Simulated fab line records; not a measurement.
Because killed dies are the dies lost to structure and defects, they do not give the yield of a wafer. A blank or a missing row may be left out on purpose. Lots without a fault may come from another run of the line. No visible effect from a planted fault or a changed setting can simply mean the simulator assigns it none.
Comparing a struck lot with a sound one + flow nand harc + 15 out of 1159 route steps
Sound: the wafers L232.1, L232.2, L232.3. Struck: wafers L237.3, L237.4, L237.6. Last of all comes the cause.
For every step that has rows: the tool of each side, followed by ch and its chambers, followed by its first start. Under that, the readings that differ: sound wafers + struck wafers + difference of the means + sigmas: that difference in standard deviations of wafers without a fault.
alike: readings with means less than 2 such deviations apart, plus words and numbers identical on both sides. not compared: withheld readings, readings lacking a value on some wafer, bounds such as >300 that could conceal the same value, and numbers that have no deviation in the record and whose values overlap.
A row with sigmas, a row that says differs or no value, or rows on one side alone: a step with any of these is where the two part. Numbers that have no deviation but don't overlap get no sigmas and don't part them. A reading that every wafer of one side lacks parts them only if that side has two wafers or more.

first, 8 steps without rows for these wafers: NHARC_P_CONTACT_COAT_33 (time 75 s); NHARC_P_CONTACT_COAT_34 (time 65 s); NHARC_P_CONTACT_COAT_06 (resist thk 90 nm); NHARC_P_CONTACT_SOFTBAKE_07 (time 55 s); NHARC_P_CONTACT_EBR_08; NHARC_P_CONTACT_EXPOSE_09 (exposes mask P CA, target cd 90 nm); NHARC_P_CONTACT_PEB_10 (peb time 65 s); NHARC_P_CONTACT_DEVELOP_11 (develop time 35 s).
NHARC_P_CONTACT_CD_MEAS_12 targets a cd of 90 nm.
  sound on cd sem-02 ch 0, day 8 21:50; struck on cd sem-01 ch 0, day 9 10:44
| reading    | sound          | struck         | difference | sigmas |
|------------|----------------|----------------|------------|--------|
| cd nm (nm) | 89.4 88.9 89.7 | 90.7 90.6 91.0 | +1.4       | +3     |
NHARC_P_CONTACT_OVL_MEAS_13:
  sound on overlay-01 at day 8 21:55; struck on overlay-01 at day 9 10:50
  alike: overlay x nm, overlay y nm
NHARC_P_CONTACT_INSPECT_14:
  sound on defect inspect-02 at day 8 21:58; struck on defect inspect-01 at day 9 10:52
  alike: raw defect count
NHARC_P_CONTACT_DESCUM_17: chemistry O2, time 3 s.
  sound on rie diel-08 ch 0,1,2, day 8 22:01; struck on rie diel-08 ch 2,3, day 9 10:55
  alike: drypump motor current A, oes product au, rf vpp V, showerhead plenum p Torr, throttle valve pct
  not compared: rf hours counter h
NHARC_P_CONTACT_ETCH_35: etches the open film in CF4, target depth 39 nm, time 65 s.
  sound on rie diel-08 ch 0,1,3, day 8 22:06; struck on rie diel-08 ch 0,1,2, day 9 11:01
  no value came back on the struck wafers for any of 8 readings (bias w (W), cf4 flow sccm (sccm) and others); on the sound wafers bias w (W) reads 99.9 99.5 100.4
NHARC_P_CONTACT_ETCH_36: etches the open film in N2/H2, target depth 260 nm, time 406.25 s.
  sound on rie diel-08 ch 0,1,3; struck on rie diel-08 ch 1,3, day 9 11:06
  alike: bias w, chamber pressure mTorr, drypump motor current A, oes product au, rf vpp V, showerhead plenum p Torr, throttle valve pct
  not compared: rf hours counter h
-- jump in the record: it breaks off in module P_CONTACT and resumes in module END (first step shown: number 1159 of the route), and 17 days separate the struck wafers' starts before and after --
NHARC_END_SORT_01:
  sound on prober-01 ch 0, day 24 20:29; struck on prober-01 ch 0, day 26 10:55
| reading             | sound    | struck      | difference | sigmas      |
|---------------------|----------|-------------|------------|-------------|
| killed at periphery | 0 5 3    | 646 646 645 | +643       | +99 or more |
| killed dies         | 40 37 35 | 677 677 677 | +640       | +58         |
  alike: killed at array, killed at other, killed open, killed short

WHERE THEY PART
Last at NHARC_END_SORT_01 as far as this record goes, first at NHARC_P_CONTACT_CD_MEAS_12.

WHY: what the simulator had put in
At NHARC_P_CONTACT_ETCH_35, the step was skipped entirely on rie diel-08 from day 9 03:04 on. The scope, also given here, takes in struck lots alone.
